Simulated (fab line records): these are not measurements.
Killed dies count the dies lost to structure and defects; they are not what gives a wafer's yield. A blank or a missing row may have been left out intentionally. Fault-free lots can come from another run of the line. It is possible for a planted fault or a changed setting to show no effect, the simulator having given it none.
Matching of chambers	flow n5Finfet	N5_FIN_SAQP_DESCUM_21 on rieDiel-04 has 4 sister chambers
The step chemistry O2, time 7.9 s. 4 wafers are shown with their chamber, then 12 later ones without.

== EACH WAFER AND ITS CHAMBER ==
wafer	chamber	showerheadPlenumPTorr (Torr)
L086.2	3	2.09
L087.1	1	2.16
L087.2	0	2.18
L087.3	2	2.09

== WAFERS MISSING THEIR CHAMBER ==
wafer	showerheadPlenumPTorr (Torr)
L089.1	2.09
L089.3	2.08
L089.6	2.16
L092.1	2.17
L092.2	2.16
L092.3	2.08
L092.4	2.08
L092.5	2.17
L092.6	2.16
L093.3	2.08
L093.4	2.16
L093.6	2.08

== WHICH CHAMBER EACH ONE RAN IN ==
wafer	from the rows above	in truth
L089.1	can't be placed: 2 or 3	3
L089.3	can't be placed: 2 or 3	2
L089.6	1	1
L092.1	can't be placed: 1 or 0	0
L092.2	1	1
L092.3	can't be placed: 2 or 3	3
L092.4	can't be placed: 2 or 3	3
L092.5	can't be placed: 1 or 0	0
L092.6	1	1
L093.3	can't be placed: 2 or 3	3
L093.4	1	1
L093.6	can't be placed: 2 or 3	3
Placed correctly: 4 of 12. Cannot be placed on the basis of these rows: 8; the candidates contain the true chamber in 8. 0 placed wrongly.
How it was worked out, from the rows above alone: a wafer's distance from a chamber is the root of the sum, over the readings, of the square of ((its reading less the chamber's mean) divided by the reading's scatter). The wafer belongs to the nearest chamber; if the next one is less than 2 further off, it can't be placed. For every chamber, the mean is computed from those of its wafers that are shown. The scatter: root of mean squared gap, hidden wafer to nearest shown wafer, with one shown wafer a chamber.
